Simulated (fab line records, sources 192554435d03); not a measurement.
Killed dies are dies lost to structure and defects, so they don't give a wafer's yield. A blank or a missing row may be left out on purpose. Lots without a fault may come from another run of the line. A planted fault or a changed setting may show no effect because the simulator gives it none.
fab line records | flow n5_finfet
record lots=4 wafers=12 last_day=17
route steps=1938 shown BEOL_M5@1182 BEOL_M6@1194
lots that met no fault: from a run of the same line without faults
start_h: hours from the record's first day to the start of the lot's first wafer shown | wait_h: hours since the lot's step before | " the same as in the row above | L1.1+2: a row that stands for several wafers | - no value, or no start given | * or withheld: withheld | < > ~ a bound
route shown NAME@n: a module of which the file shows steps, and the number in the route of the first | usual: mean/standard deviation of fault-free wafers | same: alike in all rows | chamber/n: place in a boat | sites: the reading at each site | _std_site: their standard deviation | _edge_site: outer sites' mean less inner sites' | radius_mm: how far each site lies from the wafer's centre | mask NAME#n: copy n | behind: the tool/chamber that last shaped the wafer | hold: why the lot was held/for how many hours/how that ended | device: the transistor (n, p or np) that didn't switch | end of line: the same wafers' tests at the end of the route | a step without rows: its recipe alone | killed: dies lost to structure and defects at the first sort, not the wafer's yield | map: a wafer's dies, x killed, . not, _ none there
set.NAME: the setting as run; set.NAME@STEP: as run at that earlier step | model.NAME: the simulator's own value behind a step, which no gauge read
lots at some steps of the route; a table a step, a row a wafer
services: from which hour (start_h, from the record's first day; less than 0 if before it) a tool's chamber was out of use, for how many hours, and why
## steps
# step N5_BEOL_M5_ANNEAL_89
# recipe temp_c=400 time_s=1800 ambient=vacuum
# step N5_BEOL_M5_SPUTTER_90
# recipe material=Cu target_thk_a=45 temp_c=-20 chamber_pressure_pa=0.07 power_w=withheld time_s=8.29
# step N5_BEOL_M5_ECD_50
# recipe material=Cu target_thk_a=3000
# step N5_BEOL_M5_ANNEAL_51
# recipe temp_c=225 time_s=90 ambient=N2
# step N5_BEOL_M5_CMP_52
# recipe stop_on=SiCOH_lowk t_overpolish_s=6.9 down_force_psi=1 platen_rpm=50 clearing_platen_down_force_psi=1.5 clearing_platen_rpm=50 post_cmp_clean=cu_alkaline target_thk_nm=62 clearing_platen_pad_velocity_m_s=0.99484 pad_velocity_m_s=0.99484
# step N5_BEOL_M5_PRE_CLEAN_77
# recipe gas=NH3/H2 time_s=15 temp_c=* rf_power_w=300
# step N5_BEOL_M5_CO_CAP_78
# recipe material=Co target_thk_a=20 temp_c=200 precursor=CCTBA/H2 pressure_torr=30 time_s=102.1
# step N5_BEOL_M5_PRE_CLEAN_55
# recipe gas=NH3 time_s=15 temp_c=withheld rf_power_w=300
# step N5_BEOL_M5_DEP_56
# recipe material=SiCN target_thk_a=80 temp_c=withheld precursor=3MS/NH3 pressure_torr=3 rf_w=202 time_s=14
# step N5_BEOL_M6_ILD_DEP_00
# recipe material=SiCOH_lowk target_thk_a=1797.5 temp_c=300 precursor=DEMS/porogen pressure_torr=5 rf_w=500 time_s=33.4
# usual heater_power_w=286/49 rf_fwd_power_W=495.7/2 showerhead_plenum_p_Torr=5.745/0.011 susceptor_temp_C=300.00/0.17 throttle_valve_pct=14.1/0.78
# columns lot.wafer tool chamber start_h wait_h heater_power_w rf_fwd_power_W showerhead_plenum_p_Torr susceptor_temp_C throttle_valve_pct model.SiCOH_lowk_of_BEOL_M6_ILD_DEP_00.thk_nm
L605.2 pecvd-04 2 209.99 0.0 259 495.0 5.737 300.21 13.1 180.6
L605.4 " 1 " " 273 495.9 5.721 300.11 14.7 183.2
L605.5 " 0 " " 224 498.3 5.741 299.92 15.1 184.2
L609.1 pecvd-04 2 215.18 0.0 274 493.6 5.744 299.94 13.0 183.6
L609.4 " 1 " " 298 496.1 5.760 300.07 14.8 186.4
L609.6 " 2 " " 274 494.2 5.737 299.91 13.2 186.4
L621.1 pecvd-04 0 295.53 0.0 219 499.0 5.753 299.79 14.9 182.8
L621.3 " 1 " " 292 495.0 5.728 299.92 14.6 183.4
L621.6 " 1 " " 290 495.1 5.732 300.22 14.8 194.2
L622.2 pecvd-04 0 306.09 0.0 262 497.0 5.762 299.94 14.8 192
L622.3 " 1 " " 250 495.3 5.732 299.88 14.5 183.6
L622.5 " 2 " " 303 489.8 5.734 299.60 12.7 184.6
# step N5_BEOL_M6_CURE_74
# recipe temp_c=385 time_s=240 ambient=He/Ar material=SiCOH_lowk
# step N5_BEOL_M6_THK_MEAS_01
# recipe reads=SiCOH_lowk_of_BEOL_M6_ILD_DEP_00
# usual M6_ILD_THK=157.0/2.5
# columns lot.wafer tool chamber start_h wait_h M6_ILD_THK[nm]
L605.2 film_metro-01 - 210.57 0.4 155.7
L605.4 " - " " 157.9
L605.5 " - " " 158.9
L609.1 film_metro-02 - 215.76 0.4 158.4
L609.4 " - " " 160.7
L609.6 " - " " 160.8
L621.1 film_metro-02 - 296.13 0.4 157.7
L621.3 " - " " 158.3
L621.6 " - " " 167.7
L622.2 film_metro-02 - 306.67 0.4 165.5
L622.3 " - " " 158.4
L622.5 " - " " 159.3
# step N5_BEOL_M6_PECVD_70
# recipe material=SiO2 target_thk_a=200 temp_c=400 precursor=TEOS/O2 pressure_torr=5.5 rf_w=450 teos_flow_sccm=53.8 gas=O2 flow_sccm=3000 time_s=22.7
# step N5_BEOL_M6_HM_DEP_02
# recipe material=TiN target_thk_a=200 temp_c=25 chamber_pressure_pa=0.49996
# step N5_BEOL_M6_COAT_59
# recipe resist=SOC temp_c=250 time_s=60 spin_rpm=1500 resist_thk_nm=100
# step N5_BEOL_M6_COAT_60
# recipe resist=SiARC temp_c=220 time_s=60 spin_rpm=1500 resist_thk_nm=35
# step N5_BEOL_M6_COAT_05
# recipe resist=CAR-ArF spin_rpm=1500 resist_thk_nm=90
# step N5_BEOL_M6_EBR_07
# recipe solvent=PGMEA ebr_width_mm=1.5
# step N5_BEOL_M6_SOFTBAKE_06
# recipe temp_c=110 time_s=60 resist=CAR-ArF
# step N5_BEOL_M6_EXPOSE_08
# recipe mask_id=M6 na=1.35 source_shape=dipole sigma_inner=0.817 sigma_outer=0.97 polarization=te dose_mj=68.25
# step N5_BEOL_M6_PEB_09
# recipe peb_temp_c=withheld peb_time_s=60 resist=CAR-ArF
# step N5_BEOL_M6_DEVELOP_10
# recipe develop_time_s=30 developer=TMAH resist=CAR-ArF rinse_liquid=diw dry=air_spin dev_temp_c=23
# step N5_BEOL_M6_DESCUM_16
# recipe chemistry=O2 time_s=7.9 source_power_w=50 bias_power_w=20 pressure_mtorr=20 rf_frequency_hz=2.712e+07 temp_c=40 resist=CAR-ArF o2_flow_sccm=225
# step N5_BEOL_M6_ETCH_61
# recipe chemistry=CF4 target=SiARC target_depth_a=455 mask_material=CAR-ArF time_s=75.8 ion_energy_ev=80 pressure_mtorr=40 source_w=545 bias_w=36 Ar_flow_sccm=100 cf4_flow_sccm=100 ends=cleared
# step N5_BEOL_M6_ETCH_62
# recipe chemistry=N2/H2 target=SOC target_depth_a=1100 overetch_a=220 mask_material=SiARC temp_c=40 time_s=165 ion_energy_ev=200 pressure_mtorr=30 source_w=840 bias_w=150 n2_flow_sccm=200 h2_flow_sccm=200
# step N5_BEOL_M6_STRIP_68
# recipe chemistry=N2/H2 temp_c=40 n2_flow_sccm=200 h2_flow_sccm=200 rf_frequency_hz=6e+07
# step N5_BEOL_M6_STRIP_67
# recipe chemistry=CF4 resist=SiARC power_w=300 bias_power_w=75 pressure_mtorr=50 cf4_flow_sccm=150 rf_frequency_hz=6e+07
# step N5_BEOL_M6_HM_OPEN_17
# recipe chemistry=Cl2/BCl3 target_depth_a=200 overetch_a=60 target=TiN mask_material=SOC ion_energy_ev=150 pressure_mtorr=10 icp_w=1000 bias_w=126 Cl2_flow_sccm=53.25 bcl3_flow_sccm=21.75 Ar_flow_sccm=25
# step N5_BEOL_M6_STRIP_19
# recipe chemistry=O2 power_w=400 temp_c=40 pressure_mtorr=30 rf_frequency_hz=6e+07 bias_power_w=0 overash_fraction=0.2 o2_flow_sccm=225
# step N5_BEOL_M6_COAT_63
# recipe resist=SOC temp_c=250 time_s=60 spin_rpm=1500 resist_thk_nm=60
# step N5_BEOL_M6_COAT_64
# recipe resist=SiARC temp_c=220 time_s=60 spin_rpm=1500 resist_thk_nm=12
# step N5_BEOL_M6_COAT_71
# recipe resist=underlayer temp_c=205 time_s=60 spin_rpm=1500 resist_thk_nm=5
# step N5_BEOL_M6_COAT_22
# recipe resist=CAR-EUV spin_rpm=1500 resist_thk_nm=30
# step N5_BEOL_M6_EBR_24
# recipe solvent=PGMEA ebr_width_mm=1.5
# step N5_BEOL_M6_SOFTBAKE_23
# recipe temp_c=110 time_s=60 resist=CAR-EUV
# step N5_BEOL_M6_CMP_52
# recipe stop_on=SiCOH_lowk t_overpolish_s=6.9 down_force_psi=1 platen_rpm=50 clearing_platen_down_force_psi=1.5 clearing_platen_rpm=50 post_cmp_clean=cu_alkaline target_thk_nm=80 clearing_platen_pad_velocity_m_s=0.99484 pad_velocity_m_s=0.99484
# usual motor_current_A=5.9/0.58 retaining_ring_pressure_frac=1.000/0.0051
# columns lot.wafer tool chamber start_h wait_h motor_current_A retaining_ring_pressure_frac model.SiCOH_lowk_of_BEOL_M6_ILD_DEP_00.thk_nm
L605.4 cmp-04 0 218.68 0.1 5.2 0.998 155
L605.2 " 1 " " 6.9 1.002 152.6
L605.5 " 0 " " 5.4 1.000 156
L609.1 cmp-01 2 224.56 0.3 4.9 0.999 155.4
L609.4 " 0 " " 5.9 1.000 157.8
L609.6 " 3 " " 5.9 1.001 157.8
L621.1 cmp-01 3 303.70 0.3 6.0 0.990 154.6
L621.3 " 1 " " 6.8 0.997 155.2
L621.6 " 3 " " 5.9 0.989 164.6
L622.3 cmp-04 3 315.39 0.2 6.1 1.009 155.4
L622.2 " 1 " " 6.8 1.001 162.6
L622.5 " 2 " " 6.1 0.994 156.2
## services
# columns tool chamber start_h hours kind
cmp-01 - 196.55 4.0 pm
cmp-01 - 200.55 - consumable_replace:conditioner
cmp-01 - 200.55 - consumable_replace:pad
cmp-01 - 213.32 1.2 repair
cmp-04 - 244.19 3.7 pm
pecvd-04 2 272.32 2.5 repair
cmp-04 - 275.10 4.0 pm
cmp-04 - 279.10 - consumable_replace:conditioner
cmp-04 - 279.10 - consumable_replace:pad
cmp-01 - 303.99 0.9 repair
cmp-01 - 305.30 2.1 repair
cmp-04 - 306.94 3.3 pm
## key
first_sign step=N5_BEOL_M6_THK_MEAS_01 reading=M6_ILD_THK direction=up sigmas=3.8 usual=157.0 struck=166.6
effect none on later readings
model_effect step=N5_BEOL_M6_ILD_DEP_00 value=SiCOH_lowk_of_BEOL_M6_ILD_DEP_00.thk_nm without=182.5 struck=193.1
model_effect step=N5_BEOL_M6_CMP_52 value=SiCOH_lowk_of_BEOL_M6_ILD_DEP_00.thk_nm without=154.4 struck=163.6
met_at N5_BEOL_M6_ILD_DEP_00
struck_wafers L621.6,L622.2
onset_between 215.18 295.53
fault kind=process_parameter_drift tool=pecvd-04 chamber=- onset_h=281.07 steps=N5_BEOL_M6_ILD_DEP_00 channel=target_thk_a offset=* shape=step end_h=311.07 scope=struck_wafers_only acts_in=* stated=*
